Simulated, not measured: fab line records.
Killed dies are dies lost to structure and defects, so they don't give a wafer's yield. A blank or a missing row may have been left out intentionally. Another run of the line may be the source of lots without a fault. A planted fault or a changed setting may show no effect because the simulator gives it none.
Matching of chambers / flow nandHarc / 4 sister chambers for NHARC_A_CHANNEL_FILL_D2_ALD_02 on aldHk-03
The step deposits SiO2, target thk 6 nm, pulse time 10 s, ald cycles 60. 27 wafers are shown with their chamber, then 12 later ones without.

WAFERS, EACH WITH ITS CHAMBER
wafer=L077.4; chamber=3; heaterPowerW (W)=467; precursorPulseHeightRel=1.017
wafer=L077.5; chamber=2; heaterPowerW (W)=492; precursorPulseHeightRel=1.028
wafer=L077.6; chamber=3; heaterPowerW (W)=492; precursorPulseHeightRel=1.000
wafer=L079.1; chamber=1; heaterPowerW (W)=501; precursorPulseHeightRel=1.012
wafer=L079.3; chamber=0; heaterPowerW (W)=421; precursorPulseHeightRel=1.007
wafer=L079.4; chamber=3; heaterPowerW (W)=477; precursorPulseHeightRel=0.987
wafer=L081.2; chamber=2; heaterPowerW (W)=494; precursorPulseHeightRel=0.981
wafer=L081.3; chamber=1; heaterPowerW (W)=524; precursorPulseHeightRel=0.995
wafer=L081.5; chamber=0; heaterPowerW (W)=420; precursorPulseHeightRel=0.958
wafer=L083.2; chamber=0; heaterPowerW (W)=421; precursorPulseHeightRel=1.012
wafer=L083.4; chamber=2; heaterPowerW (W)=488; precursorPulseHeightRel=0.985
wafer=L083.5; chamber=0; heaterPowerW (W)=415; precursorPulseHeightRel=1.009
wafer=L085.2; chamber=3; heaterPowerW (W)=457; precursorPulseHeightRel=0.982
wafer=L085.3; chamber=1; heaterPowerW (W)=525; precursorPulseHeightRel=1.020
wafer=L085.4; chamber=0; heaterPowerW (W)=432; precursorPulseHeightRel=1.012
wafer=L084.2; chamber=2; heaterPowerW (W)=503; precursorPulseHeightRel=0.958
wafer=L084.4; chamber=3; heaterPowerW (W)=464; precursorPulseHeightRel=1.020
wafer=L084.6; chamber=3; heaterPowerW (W)=466; precursorPulseHeightRel=1.018
wafer=L086.3; chamber=2; heaterPowerW (W)=505; precursorPulseHeightRel=0.980
wafer=L086.4; chamber=1; heaterPowerW (W)=510; precursorPulseHeightRel=0.968
wafer=L086.6; chamber=0; heaterPowerW (W)=433; precursorPulseHeightRel=1.024
wafer=L087.3; chamber=0; heaterPowerW (W)=428; precursorPulseHeightRel=1.012
wafer=L087.4; chamber=1; heaterPowerW (W)=521; precursorPulseHeightRel=1.028
wafer=L087.6; chamber=1; heaterPowerW (W)=515; precursorPulseHeightRel=0.992
wafer=L090.2; chamber=0; heaterPowerW (W)=423; precursorPulseHeightRel=0.970
wafer=L090.3; chamber=3; heaterPowerW (W)=463; precursorPulseHeightRel=1.001
wafer=L090.5; chamber=2; heaterPowerW (W)=515; precursorPulseHeightRel=1.010

SIGNATURES (means of the wafers above)
reading=heaterPowerW; chamber 0=424.12; chamber 1=516.00; chamber 2=499.50; chamber 3=469.43; scatter within a chamber=9.37
reading=precursorPulseHeightRel; chamber 0=1.00050; chamber 1=1.00250; chamber 2=0.99033; chamber 3=1.00357; scatter within a chamber=0.0216
Rule: distance of a wafer from a chamber = root of the sum over the readings of ((wafer's reading minus chamber's mean) / reading's scatter) squared. If the next closest chamber is less than 2 further off than the closest, the wafer can't be placed; otherwise it belongs to the closest. How the scatter is found: for the shown wafers, subtract from each reading the mean of its chamber, square and add these, divide the total by (wafers less chambers), then take the root.

WAFERS MISSING THEIR CHAMBER
wafer=L091.3; heaterPowerW (W)=460; precursorPulseHeightRel=1.012
wafer=L091.4; heaterPowerW (W)=511; precursorPulseHeightRel=1.038
wafer=L091.6; heaterPowerW (W)=455; precursorPulseHeightRel=0.978
wafer=L094.1; heaterPowerW (W)=508; precursorPulseHeightRel=1.010
wafer=L094.2; heaterPowerW (W)=432; precursorPulseHeightRel=0.991
wafer=L094.4; heaterPowerW (W)=452; precursorPulseHeightRel=0.998
wafer=L095.2; heaterPowerW (W)=451; precursorPulseHeightRel=1.001
wafer=L095.5; heaterPowerW (W)=441; precursorPulseHeightRel=1.002
wafer=L095.6; heaterPowerW (W)=459; precursorPulseHeightRel=1.005
wafer=L097.1; heaterPowerW (W)=429; precursorPulseHeightRel=0.996
wafer=L097.2; heaterPowerW (W)=530; precursorPulseHeightRel=1.027
wafer=L097.5; heaterPowerW (W)=508; precursorPulseHeightRel=1.002

THE CHAMBER EACH PASSED THROUGH
wafer=L091.3; from the rows above=3; in truth=3
wafer=L091.4; from the rows above=can't be placed: 1 or 2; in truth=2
wafer=L091.6; from the rows above=can't be placed: 3 or 0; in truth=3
wafer=L094.1; from the rows above=can't be placed: 1 or 2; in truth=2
wafer=L094.2; from the rows above=0; in truth=0
wafer=L094.4; from the rows above=can't be placed: 3 or 0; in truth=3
wafer=L095.2; from the rows above=can't be placed: 3 or 0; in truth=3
wafer=L095.5; from the rows above=can't be placed: 0 or 3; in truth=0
wafer=L095.6; from the rows above=3; in truth=3
wafer=L097.1; from the rows above=0; in truth=0
wafer=L097.2; from the rows above=can't be placed: 1 or 2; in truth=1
wafer=L097.5; from the rows above=can't be placed: 1 or 2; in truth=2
Correctly placed: 4 of 12. Can't be placed from these rows: 8 (the true chamber is among the candidates in 8). Number placed wrongly: 0.
